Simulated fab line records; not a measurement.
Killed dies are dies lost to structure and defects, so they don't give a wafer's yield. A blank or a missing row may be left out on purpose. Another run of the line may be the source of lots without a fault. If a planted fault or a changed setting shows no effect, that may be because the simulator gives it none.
Which of the tools did it? + flow nandHarc + 72 wafers from 24 lots sampled at 6 of the route's 1159 steps

WHAT THE GAUGES READ, wafer by wafer
NHARC_P_M0_INSPECT_27. Usual: rawDefectCount reads 302 (standard deviation 110).
| lot  | measured     | on               | rawDefectCount | flag |
|------|--------------|------------------|----------------|------|
| L074 | day 6 08:11  | defectInspect-01 | 110 157 269    |      |
| L075 | day 6 05:46  | defectInspect-01 | 304 242 240    |      |
| L076 | day 6 11:20  | defectInspect-01 | 216 210 223    |      |
| L077 | day 7 00:17  | defectInspect-02 | 199 301 335    |      |
| L078 | day 6 22:57  | defectInspect-01 | 275 147 194    |      |
| L079 | day 7 00:45  | defectInspect-02 | 304 236 355    |      |
| L080 | day 7 11:40  | defectInspect-02 | 422 286 301    |      |
| L081 | day 8 01:15  | defectInspect-01 | 272 446 312    |      |
| L082 | day 8 02:31  | defectInspect-01 | 169 248 337    |      |
| L083 | day 8 01:25  | defectInspect-01 | 431 349 238    |      |
| L084 | day 8 23:10  | defectInspect-01 | 251 207 348    |      |
| L085 | day 9 01:59  | defectInspect-02 | 180 224 158    |      |
| L086 | day 9 01:18  | defectInspect-01 | 156 155 220    |      |
| L087 | day 9 02:07  | defectInspect-01 | 370 238 202    |      |
| L088 | day 9 19:31  | defectInspect-01 | 258 362 241    |      |
| L089 | day 9 18:02  | defectInspect-01 | 312 242 372    |      |
| L090 | day 9 19:02  | defectInspect-01 | 258 220 298    |      |
| L091 | day 10 01:38 | defectInspect-02 | 377 324 258    |      |
| L092 | day 10 08:16 | defectInspect-02 | 388 434 427    |      |
| L093 | day 10 17:27 | defectInspect-02 | 237 348 351    |      |
| L094 | day 10 22:50 | defectInspect-02 | 519 351 568    |      |
| L095 | day 10 22:16 | defectInspect-01 | 416 512 329    |      |
| L096 | day 11 18:49 | defectInspect-01 | 382 251 286    |      |
| L097 | day 11 18:59 | defectInspect-01 | 302 340 211    |      |

TOOL THAT RAN EACH LOT (tool first, then ch and the chambers of the sampled wafers, then the start)
| lot  | NHARC_P_ZERO_WELL_DESCUM_54      | NHARC_P_GATE_STRIP_111              | NHARC_P_CONTACT_CMP_01        | NHARC_P_CONTACT_DESCUM_17         | NHARC_P_CONTACT_DEGAS_38    |
|------|----------------------------------|-------------------------------------|-------------------------------|-----------------------------------|-----------------------------|
| L074 | rieDiel-13 ch 0,2,3, day 1 17:50 | plasmaAsher-02 ch 0,1, day 5 12:01  | cmp-03 ch 2,3, day 5 20:32    | rieDiel-09 ch 1,2,3, day 5 21:34  | pvdSputter-02, day 5 23:13  |
| L075 | rieDiel-13 ch 0,3, day 1 23:53   | plasmaAsher-02 ch 0,1, day 5 10:57  | cmp-04 ch 0,2,3, day 5 19:02  | rieDiel-11 ch 0,1,3, day 5 20:04  | pvdSputter-03, day 5 21:38  |
| L076 | rieDiel-04 ch 0,1, day 2 05:55   | plasmaAsher-02 ch 0,1, day 5 18:35  | cmp-03 ch 0,1,2, day 6 01:20  | rieDiel-11 ch 0,2,3, day 6 02:12  | pvdSputter-03, day 6 03:47  |
| L077 | rieDiel-04 ch 0,1,3, day 2 12:02 | plasmaAsher-01 ch 0,1, day 6 02:38  | cmp-04 ch 1,2,3, day 6 09:29  | rieDiel-02 ch 0,1,3, day 6 10:22  | pvdSputter-03, day 6 12:00  |
| L078 | rieDiel-04 ch 0,3, day 2 18:04   | plasmaAsher-02 ch 0,1, day 6 01:52  | cmp-03 ch 1,3, day 6 08:42    | rieDiel-11 ch 0,2, day 6 09:42    | pvdSputter-01, day 6 11:17  |
| L079 | rieDiel-13 ch 1,2, day 2 23:52   | plasmaAsher-01 ch 0,1, day 6 08:52  | cmp-04 ch 2,3, day 6 16:15    | rieDiel-11 ch 0,2, day 6 17:09    | pvdSputter-01, day 6 18:44  |
| L080 | rieDiel-04 ch 1,3, day 3 05:40   | plasmaAsher-02 ch 0,1, day 6 18:25  | cmp-04 ch 0,1, day 7 01:17    | rieDiel-09 ch 0,1,2, day 7 02:10  | pvdSputter-01, day 7 03:43  |
| L081 | rieDiel-13 ch 2,3, day 3 11:41   | plasmaAsher-01 ch 0,1, day 7 09:46  | cmp-01 ch 0,2, day 7 16:25    | rieDiel-09 ch 0,1,3, day 7 17:27  | pvdSputter-03, day 7 19:14  |
| L082 | rieDiel-12 ch 0,2,3, day 3 18:06 | plasmaAsher-01 ch 0,1, day 7 10:22  | cmp-03 ch 0,1,3, day 7 17:42  | rieDiel-09 ch 0,2,3, day 7 18:40  | pvdSputter-02, day 7 20:20  |
| L083 | rieDiel-13 ch 0,2, day 3 23:56   | plasmaAsher-02 ch 0,1, day 7 09:53  | cmp-03 ch 0,1,2, day 7 16:49  | rieDiel-11 ch 0,1,2, day 7 17:47  | pvdSputter-02, day 7 19:23  |
| L084 | rieDiel-04 ch 0,1,3, day 4 06:04 | plasmaAsher-02 ch 0,1, day 8 04:18  | cmp-04 ch 1,2, day 8 11:13    | rieDiel-11 ch 1,2,3, day 8 12:08  | pvdSputter-02, day 8 13:43  |
| L085 | rieDiel-04 ch 1,3, day 4 12:16   | plasmaAsher-01 ch 0,1, day 8 09:32  | cmp-03 ch 0,2,3, day 8 16:21  | rieDiel-11 ch 0,1,2, day 8 17:20  | pvdSputter-02, day 8 18:56  |
| L086 | rieDiel-13 ch 0,2,3, day 4 23:14 | plasmaAsher-02 ch 0,1, day 8 09:17  | cmp-01 ch 0,2,3, day 8 16:01  | rieDiel-09 ch 1,2,3, day 8 16:55  | pvdSputter-01, day 8 18:31  |
| L087 | rieDiel-04 ch 1,2,3, day 5 00:03 | plasmaAsher-01 ch 0,1, day 8 10:49  | cmp-01 ch 0,1,3, day 8 17:23  | rieDiel-09 ch 0,1,2, day 8 18:16  | pvdSputter-03, day 8 19:50  |
| L088 | rieDiel-12 ch 1,2, day 5 05:57   | plasmaAsher-02 ch 0,1, day 9 04:16  | cmp-03 ch 0,2, day 9 11:29    | rieDiel-11 ch 0,2, day 9 12:32    | pvdSputter-03, day 9 14:07  |
| L089 | rieDiel-12 ch 1,2,3, day 5 11:55 | plasmaAsher-01 ch 0,1, day 9 03:26  | cmp-01 ch 0,2,3, day 9 10:16  | rieDiel-11 ch 2,3, day 9 11:17    | pvdSputter-03, day 9 12:56  |
| L090 | rieDiel-13 ch 1,3, day 5 17:56   | plasmaAsher-01 ch 0,1, day 9 04:10  | cmp-01 ch 0,1,2, day 9 11:13  | rieDiel-09 ch 0,1,3, day 9 12:08  | pvdSputter-02, day 9 13:49  |
| L091 | rieDiel-13 ch 1,3, day 6 00:07   | plasmaAsher-02 ch 0,1, day 9 09:58  | cmp-04 ch 1,2, day 9 16:23    | rieDiel-09 ch 0,1,2, day 9 17:19  | pvdSputter-02, day 9 18:53  |
| L092 | rieDiel-04 ch 0,1,3, day 6 05:49 | plasmaAsher-02 ch 0,1, day 9 17:48  | cmp-03 ch 0,1, day 10 00:23   | rieDiel-09 ch 1,3, day 10 01:27   | pvdSputter-03, day 10 03:02 |
| L093 | rieDiel-04 ch 1,2,3, day 6 11:54 | plasmaAsher-01 ch 0,1, day 10 01:01 | cmp-01 ch 0,2,3, day 10 08:09 | rieDiel-09 ch 0,3, day 10 08:59   | pvdSputter-02, day 10 10:52 |
| L094 | rieDiel-13 ch 1,2,3, day 6 18:04 | plasmaAsher-01 ch 0, day 10 07:58   | cmp-04 ch 0,2, day 10 14:58   | rieDiel-11 ch 1,2, day 10 15:51   | pvdSputter-03, day 10 17:38 |
| L095 | rieDiel-12 ch 2,3, day 6 23:58   | plasmaAsher-02 ch 0, day 10 07:29   | cmp-04 ch 1,2,3, day 10 14:19 | rieDiel-09 ch 0,3, day 10 15:21   | pvdSputter-01, day 10 17:02 |
| L096 | rieDiel-12 ch 0,2,3, day 7 05:58 | plasmaAsher-01 ch 0,1, day 10 23:17 | cmp-04 ch 0,1,3, day 11 06:34 | rieDiel-09 ch 0,1,3, day 11 07:34 | pvdSputter-02, day 11 09:16 |
| L097 | rieDiel-13 ch 1,2,3, day 7 11:56 | plasmaAsher-01 ch 0,1, day 10 23:48 | cmp-01 ch 0,1,2, day 11 06:45 | rieDiel-02 ch 0,1,2, day 11 07:44 | pvdSputter-01, day 11 09:43 |
- NHARC_P_ZERO_WELL_DESCUM_54: chemistry O2, time 3 s.
- NHARC_P_GATE_STRIP_111: strips in N2/H2, time 250 s.
- NHARC_P_CONTACT_CMP_01: polishes SiO2, target thk 200 nm.
- NHARC_P_CONTACT_DESCUM_17: chemistry O2, time 3 s.
- NHARC_P_CONTACT_DEGAS_38: time 60 s.

WHAT THE TOOLS THEMSELVES READ (means of the sampled wafers that have a number; where no wafer has one, the mark that the record gives instead)
NHARC_P_ZERO_WELL_DESCUM_54. Usual: drypumpMotorCurrentA 5.8 A, standard deviation 0.51; o2FlowSccm 200.0 sccm, standard deviation 0.61; oesProductAu 0.999 a.u., standard deviation 0.0093; rfVppV 57.7 V, standard deviation 0.92; showerheadPlenumPTorr 1.89 Torr, standard deviation 0.077; throttleValvePct 11.310 %, standard deviation 0.0087.
| lot  | tool       | drypumpMotorCurrentA (A) | o2FlowSccm (sccm) | oesProductAu (a.u.) | rfVppV (V) | showerheadPlenumPTorr (Torr) | throttleValvePct (%) | flag |
|------|------------|--------------------------|-------------------|---------------------|------------|------------------------------|----------------------|------|
| L074 | rieDiel-13 | 5.9                      | 200.3             | 1.003               | 56.7       | 1.82                         | 11.319               |      |
| L075 | rieDiel-13 | 5.6                      | 200.1             | 0.997               | 57.6       | 1.84                         | 11.310               |      |
| L076 | rieDiel-04 | 5.7                      | 200.0             | 0.988               | 58.3       | 1.92                         | 11.306               |      |
| L077 | rieDiel-04 | 5.7                      | 200.5             | 0.999               | 57.4       | 1.93                         | 11.305               |      |
| L078 | rieDiel-04 | 5.9                      | 199.5             | 0.997               | 57.8       | 1.92                         | 11.312               |      |
| L079 | rieDiel-13 | 6.0                      | 199.8             | 1.002               | 58.0       | 1.89                         | 11.299               |      |
| L080 | rieDiel-04 | 5.8                      | 200.0             | 0.994               | 58.5       | 1.94                         | 11.311               |      |
| L081 | rieDiel-13 | 5.6                      | 200.3             | 1.002               | 57.0       | 1.81                         | 11.314               |      |
| L082 | rieDiel-12 | 6.2                      | 199.6             | 0.997               | 57.3       | 1.96                         | 11.308               |      |
| L083 | rieDiel-13 | 6.2                      | 200.2             | 1.002               | 56.5       | 1.79                         | 11.313               |      |
| L084 | rieDiel-04 | 5.7                      | 200.0             | 0.991               | 57.3       | 1.93                         | 11.304               |      |
| L085 | rieDiel-04 | 5.8                      | 199.4             | 0.995               | 57.5       | 1.93                         | 11.302               |      |
| L086 | rieDiel-13 | 5.9                      | 200.4             | 1.002               | 57.7       | 1.82                         | 11.316               |      |
| L087 | rieDiel-04 | 5.3                      | 200.2             | 0.992               | 58.5       | 1.91                         | 11.304               |      |
| L088 | rieDiel-12 | 6.1                      | 200.0             | 1.003               | 57.1       | 1.86                         | 11.310               |      |
| L089 | rieDiel-12 | 6.2                      | 199.6             | 0.998               | 58.4       | 1.95                         | 11.308               |      |
| L090 | rieDiel-13 | 5.3                      | 200.0             | 1.010               | 58.5       | 1.89                         | 11.305               |      |
| L091 | rieDiel-13 | 5.3                      | 200.2             | 1.014               | 57.7       | 1.89                         | 11.311               |      |
| L092 | rieDiel-04 | 5.7                      | 200.0             | 1.001               | 58.0       | 1.93                         | 11.310               |      |
| L093 | rieDiel-04 | 5.4                      | 200.2             | 0.999               | 57.8       | 1.91                         | 11.302               |      |
| L094 | rieDiel-13 | 5.6                      | 199.7             | 1.002               | 58.1       | 1.86                         | 11.311               |      |
| L095 | rieDiel-12 | 6.3                      | 200.2             | 0.998               | 57.3       | 2.04                         | 11.309               |      |
| L096 | rieDiel-12 | 6.1                      | 200.7             | 0.996               | 57.8       | 1.96                         | 11.313               |      |
| L097 | rieDiel-13 | 5.7                      | 199.5             | 1.001               | 57.7       | 1.86                         | 11.319               |      |

NHARC_P_GATE_STRIP_111. Usual: drypumpMotorCurrentA 5.4 A, standard deviation 0.41; heaterPowerW 101 W, standard deviation 7.9; rfReflPowerW 25 W, standard deviation 7.2; tempC 110.00 C, standard deviation 0.14.
| lot  | tool           | drypumpMotorCurrentA (A) | heaterPowerW (W) | rfReflPowerW (W) | tempC (C) | flag |
|------|----------------|--------------------------|------------------|------------------|-----------|------|
| L074 | plasmaAsher-02 | 5.8                      | 107              | 22               | 110.06    |      |
| L075 | plasmaAsher-02 | 5.8                      | 105              | 21               | 109.93    |      |
| L076 | plasmaAsher-02 | 5.5                      | 106              | 22               | 109.94    |      |
| L077 | plasmaAsher-01 | 5.2                      | 93               | 26               | 109.89    |      |
| L078 | plasmaAsher-02 | 5.8                      | 105              | 21               | 109.92    |      |
| L079 | plasmaAsher-01 | 5.2                      | 93               | 26               | 109.93    |      |
| L080 | plasmaAsher-02 | 5.8                      | 105              | 21               | 110.13    |      |
| L081 | plasmaAsher-01 | 5.2                      | 99               | 31               | 109.85    |      |
| L082 | plasmaAsher-01 | 5.2                      | 94               | 26               | 109.93    |      |
| L083 | plasmaAsher-02 | 5.8                      | 107              | 21               | 109.87    |      |
| L084 | plasmaAsher-02 | 5.5                      | 108              | 23               | 109.98    |      |
| L085 | plasmaAsher-01 | 5.3                      | 98               | 32               | 110.01    |      |
| L086 | plasmaAsher-02 | 5.8                      | 106              | 21               | 109.91    |      |
| L087 | plasmaAsher-01 | 5.3                      | 97               | 32               | 109.95    |      |
| L088 | plasmaAsher-02 | 5.8                      | 104              | 21               | 110.24    |      |
| L089 | plasmaAsher-01 | 5.3                      | 99               | 31               | 110.05    |      |
| L090 | plasmaAsher-01 | 5.2                      | 94               | 26               | 110.07    |      |
| L091 | plasmaAsher-02 | 5.8                      | 103              | 21               | 110.06    |      |
| L092 | plasmaAsher-02 | 5.5                      | 106              | 23               | 109.93    |      |
| L093 | plasmaAsher-01 | 5.2                      | 93               | 26               | 109.86    |      |
| L094 | plasmaAsher-01 | 5.4                      | 101              | 37               | 110.16    |      |
| L095 | plasmaAsher-02 | 6.1                      | 96               | 19               | 110.02    |      |
| L096 | plasmaAsher-01 | 5.2                      | 98               | 32               | 110.06    |      |
| L097 | plasmaAsher-01 | 5.3                      | 97               | 31               | 110.11    |      |

NHARC_P_CONTACT_CMP_01. Usual: motorCurrentA reads 12.1 A (standard deviation 1.1).
| lot  | tool   | motorCurrentA (A) | flag |
|------|--------|-------------------|------|
| L074 | cmp-03 | 11.3              |      |
| L075 | cmp-04 | 13.2              |      |
| L076 | cmp-03 | 11.9              |      |
| L077 | cmp-04 | 13.8              |      |
| L078 | cmp-03 | 11.8              |      |
| L079 | cmp-04 | 13.7              |      |
| L080 | cmp-04 | 12.5              |      |
| L081 | cmp-01 | 12.1              |      |
| L082 | cmp-03 | 11.8              |      |
| L083 | cmp-03 | 11.5              |      |
| L084 | cmp-04 | 13.4              |      |
| L085 | cmp-03 | 11.1              |      |
| L086 | cmp-01 | 11.7              |      |
| L087 | cmp-01 | 11.8              |      |
| L088 | cmp-03 | 11.8              |      |
| L089 | cmp-01 | 11.6              |      |
| L090 | cmp-01 | 11.8              |      |
| L091 | cmp-04 | 12.8              |      |
| L092 | cmp-03 | 11.7              |      |
| L093 | cmp-01 | 11.3              |      |
| L094 | cmp-04 | 13.0              |      |
| L095 | cmp-04 | 14.0              |      |
| L096 | cmp-04 | 12.8              |      |
| L097 | cmp-01 | 11.7              |      |

NHARC_P_CONTACT_DESCUM_17. Usual: drypumpMotorCurrentA 5.63 A, standard deviation 0.29; o2FlowSccm 200.0 sccm, standard deviation 0.57; oesProductAu 0.995 a.u., standard deviation 0.013; rfVppV 57.6 V, standard deviation 0.91; showerheadPlenumPTorr 1.88 Torr, standard deviation 0.08; throttleValvePct 11.309 %, standard deviation 0.0096.
| lot  | tool       | drypumpMotorCurrentA (A) | o2FlowSccm (sccm) | oesProductAu (a.u.) | rfVppV (V) | showerheadPlenumPTorr (Torr) | throttleValvePct (%) | flag |
|------|------------|--------------------------|-------------------|---------------------|------------|------------------------------|----------------------|------|
| L074 | rieDiel-09 | 5.68                     | 199.8             | 0.996               | 58.4       | 1.89                         | 11.304               |      |
| L075 | rieDiel-11 | 5.60                     | 199.6             | 0.992               | 57.1       | 1.87                         | 11.312               |      |
| L076 | rieDiel-11 | 5.61                     | 200.2             | 0.983               | 57.3       | 1.84                         | 11.317               |      |
| L077 | rieDiel-02 | 5.59                     | 200.0             | 1.001               | 57.7       | 1.81                         | 11.315               |      |
| L078 | rieDiel-11 | 5.53                     | 200.0             | 0.972               | 57.2       | 1.83                         | 11.305               |      |
| L079 | rieDiel-11 | 5.52                     | 200.3             | 0.976               | 58.2       | 1.83                         | 11.312               |      |
| L080 | rieDiel-09 | 5.62                     | 200.1             | 1.000               | 57.6       | 1.93                         | 11.308               |      |
| L081 | rieDiel-09 | 5.54                     | 200.1             | 0.997               | 57.7       | 1.94                         | 11.316               |      |
| L082 | rieDiel-09 | 5.55                     | 200.2             | 1.006               | 57.2       | 1.86                         | 11.308               |      |
| L083 | rieDiel-11 | 5.49                     | 199.7             | 0.982               | 57.8       | 1.85                         | 11.312               |      |
| L084 | rieDiel-11 | 5.67                     | 200.3             | 0.996               | 56.9       | 1.87                         | 11.312               |      |
| L085 | rieDiel-11 | 5.49                     | 200.1             | 0.995               | 56.8       | 1.85                         | 11.307               |      |
| L086 | rieDiel-09 | 5.70                     | 199.8             | 0.999               | 56.9       | 1.89                         | 11.308               |      |
| L087 | rieDiel-09 | 5.63                     | 200.6             | 0.992               | 58.1       | 1.93                         | 11.304               |      |
| L088 | rieDiel-11 | 5.54                     | 199.7             | 0.996               | 57.3       | 1.83                         | 11.306               |      |
| L089 | rieDiel-11 | 5.70                     | 200.5             | 0.989               | 57.5       | 1.84                         | 11.314               |      |
| L090 | rieDiel-09 | 5.54                     | 200.2             | 1.009               | 58.0       | 1.94                         | 11.307               |      |
| L091 | rieDiel-09 | 5.64                     | 200.5             | 0.997               | 57.4       | 1.93                         | 11.313               |      |
| L092 | rieDiel-09 | 5.67                     | 200.4             | 1.010               | 58.5       | 1.97                         | 11.307               |      |
| L093 | rieDiel-09 | 5.49                     | 199.6             | 1.005               | 57.8       | 1.86                         | 11.309               |      |
| L094 | rieDiel-11 | 5.53                     | 200.1             | 0.974               | 57.2       | 1.86                         | 11.313               |      |
| L095 | rieDiel-09 | 5.43                     | 199.4             | 1.002               | 57.6       | 1.90                         | 11.312               |      |
| L096 | rieDiel-09 | 5.54                     | 200.4             | 0.993               | 58.9       | 1.94                         | 11.305               |      |
| L097 | rieDiel-02 | 5.52                     | 199.7             | 1.000               | 57.1       | 1.94                         | 11.305               |      |

NHARC_P_CONTACT_DEGAS_38. Usual: heaterPowerW reads 464 W (standard deviation 46).
| lot  | tool          | heaterPowerW (W) | flag |
|------|---------------|------------------|------|
| L074 | pvdSputter-02 | 437              |      |
| L075 | pvdSputter-03 | 499              |      |
| L076 | pvdSputter-03 | 466              |      |
| L077 | pvdSputter-03 | 499              |      |
| L078 | pvdSputter-01 | 484              |      |
| L079 | pvdSputter-01 | 497              |      |
| L080 | pvdSputter-01 | 504              |      |
| L081 | pvdSputter-03 | 456              |      |
| L082 | pvdSputter-02 | 466              |      |
| L083 | pvdSputter-02 | 446              |      |
| L084 | pvdSputter-02 | 446              |      |
| L085 | pvdSputter-02 | 409              |      |
| L086 | pvdSputter-01 | 474              |      |
| L087 | pvdSputter-03 | 470              |      |
| L088 | pvdSputter-03 | 466              |      |
| L089 | pvdSputter-03 | 480              |      |
| L090 | pvdSputter-02 | 441              |      |
| L091 | pvdSputter-02 | 468              |      |
| L092 | pvdSputter-03 | 477              |      |
| L093 | pvdSputter-02 | 450              |      |
| L094 | pvdSputter-03 | 503              |      |
| L095 | pvdSputter-01 | 517              |      |
| L096 | pvdSputter-02 | 465              |      |
| L097 | pvdSputter-01 | 512              |      |

THE ANSWER, worked out from the rows above alone
Rule: a lot counts as off when the mean over its wafers that have a number is more than 3 standard deviations away from the usual mean. Also off: a lot with no number at a reading for which 4 or more lots have one. Where the step has rows for the other lots, those lots are counted as sound. Order of review: gauges by route order, followed by the tools' own readings, for which a lot's mean as printed above is used. The first step at which some lot is off is used, and at that step the reading that is off furthest; a lot without a number counts as furthest.
No lot is off on any of the readings shown, so nothing can be concluded from this.

WHAT HAD BEEN PUT IN BY THE SIMULATOR
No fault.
